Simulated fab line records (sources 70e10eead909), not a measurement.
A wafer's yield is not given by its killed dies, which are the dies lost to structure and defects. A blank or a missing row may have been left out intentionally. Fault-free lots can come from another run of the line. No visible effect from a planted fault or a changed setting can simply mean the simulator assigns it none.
Matching of chambers :: flow nand-harc :: NHARC_A_BLC_ALD_23 on ald-metal-02: 4 sister chambers
The step deposits TiN, target thk 3 nm, pulse time 1 s, ald cycles 150. 8 wafers are shown with their chamber, then 7 later ones without.

== WAFERS WITH THEIR CHAMBER ==
wafer: L077.2
chamber: 2
heater-power-w (W): 1043
heater-power-outer-w (W): 715

wafer: L078.4
chamber: 2
heater-power-w (W): 1027
heater-power-outer-w (W): 698

wafer: L078.5
chamber: 3
heater-power-w (W): 895
heater-power-outer-w (W): 581

wafer: L079.4
chamber: 0
heater-power-w (W): 1096
heater-power-outer-w (W): 744

wafer: L079.5
chamber: 3
heater-power-w (W): 879
heater-power-outer-w (W): 579

wafer: L079.6
chamber: 1
heater-power-w (W): 1013
heater-power-outer-w (W): 673

wafer: L085.2
chamber: 1
heater-power-w (W): 1016
heater-power-outer-w (W): 647

wafer: L085.3
chamber: 0
heater-power-w (W): 1157
heater-power-outer-w (W): 739

== WAFERS WHOSE CHAMBER IS MISSING ==
wafer: L085.4
heater-power-w (W): 1018
heater-power-outer-w (W): 695

wafer: L093.1
heater-power-w (W): 1128
heater-power-outer-w (W): 722

wafer: L093.3
heater-power-w (W): 919
heater-power-outer-w (W): 593

wafer: L093.5
heater-power-w (W): 1021
heater-power-outer-w (W): 667

wafer: L096.3
heater-power-w (W): 1007
heater-power-outer-w (W): 677

wafer: L096.4
heater-power-w (W): 920
heater-power-outer-w (W): 612

wafer: L096.5
heater-power-w (W): 1037
heater-power-outer-w (W): 702

== WHICH CHAMBER EACH WENT THROUGH ==
wafer: L085.4
from the rows above: can't be placed: 2 or 1
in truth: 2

wafer: L093.1
from the rows above: 0
in truth: 0

wafer: L093.3
from the rows above: 3
in truth: 3

wafer: L093.5
from the rows above: 1
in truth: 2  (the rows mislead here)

wafer: L096.3
from the rows above: can't be placed: 1 or 2
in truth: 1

wafer: L096.4
from the rows above: 3
in truth: 3

wafer: L096.5
from the rows above: 2
in truth: 2
Correct placement for 4 of the 7. Not placeable from these rows: 2 (in 2, the candidates include the true chamber). 1 placed wrongly.
How it was worked out, from the rows above alone: a wafer's distance from a chamber is the root of the sum, over the readings, of the square of ((its reading less the chamber's mean) divided by the reading's scatter). The wafer belongs to the nearest chamber; if the next one is less than 2 further off, it can't be placed. The mean given for a chamber averages the wafers shown for that chamber. How the scatter is found: for the shown wafers, subtract from each reading the mean of its chamber, square and add these, divide the total by (wafers less chambers), then take the root.
